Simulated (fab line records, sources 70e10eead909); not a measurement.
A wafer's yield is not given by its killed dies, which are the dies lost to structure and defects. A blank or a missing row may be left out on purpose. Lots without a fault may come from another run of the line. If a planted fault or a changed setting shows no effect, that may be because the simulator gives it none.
Matching of chambers / flow nand-harc / NHARC_A_DECK1_JOINT_CMP_13 on cmp-03 has 4 sister chambers
The step polishes, target thk 51.023 nm. 8 wafers are shown with their chamber, then 8 later ones without.

== WAFERS, EACH WITH ITS CHAMBER ==
wafer=L943.3; chamber=1; motor-current-A (A)=13.2; time-to-endpoint-s (s)=5.8
wafer=L945.1; chamber=0; motor-current-A (A)=12.7; time-to-endpoint-s (s)=12.1
wafer=L945.2; chamber=3; motor-current-A (A)=11.6; time-to-endpoint-s (s)=11.8
wafer=L945.3; chamber=1; motor-current-A (A)=12.9; time-to-endpoint-s (s)=9.2
wafer=L948.1; chamber=3; motor-current-A (A)=11.2; time-to-endpoint-s (s)=9.3
wafer=L948.2; chamber=2; motor-current-A (A)=11.5; time-to-endpoint-s (s)=6.4
wafer=L948.3; chamber=0; motor-current-A (A)=12.2; time-to-endpoint-s (s)=13.0
wafer=L954.2; chamber=2; motor-current-A (A)=12.2; time-to-endpoint-s (s)=7.8

== WAFERS WITH NO CHAMBER GIVEN ==
wafer=L954.5; motor-current-A (A)=11.2; time-to-endpoint-s (s)=11.7
wafer=L954.6; motor-current-A (A)=11.9; time-to-endpoint-s (s)=7.3
wafer=L957.2; motor-current-A (A)=11.7; time-to-endpoint-s (s)=11.7
wafer=L957.3; motor-current-A (A)=11.7; time-to-endpoint-s (s)=8.0
wafer=L957.4; motor-current-A (A)=12.9; time-to-endpoint-s (s)=7.3
wafer=L962.1; motor-current-A (A)=13.5; time-to-endpoint-s (s)=7.2
wafer=L962.2; motor-current-A (A)=11.7; time-to-endpoint-s (s)=8.2
wafer=L962.5; motor-current-A (A)=11.3; time-to-endpoint-s (s)=7.4

== THE CHAMBER EACH PASSED THROUGH ==
wafer=L954.5; from the rows above=3; in truth=3
wafer=L954.6; from the rows above=2; in truth=2
wafer=L957.2; from the rows above=can't be placed: 3 or 0 or 2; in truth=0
wafer=L957.3; from the rows above=can't be placed: 2 or 3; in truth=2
wafer=L957.4; from the rows above=1; in truth=1
wafer=L962.1; from the rows above=1; in truth=1
wafer=L962.2; from the rows above=can't be placed: 2 or 3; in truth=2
wafer=L962.5; from the rows above=can't be placed: 2 or 3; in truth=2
4 of 8 placed correctly. Not placeable from these rows: 4 (in 4, the candidates include the true chamber). Number placed wrongly: 0.
How it was worked out, from the rows above alone: a wafer's distance from a chamber is the root of the sum, over the readings, of the square of ((its reading less the chamber's mean) divided by the reading's scatter). The wafer belongs to the nearest chamber; if the next one is less than 2 further off, it can't be placed. Each chamber's mean is taken over the wafers shown for it. The scatter: the root of (the sum of the squares of (reading less its chamber's mean) over the shown wafers, divided by (wafers less chambers)).
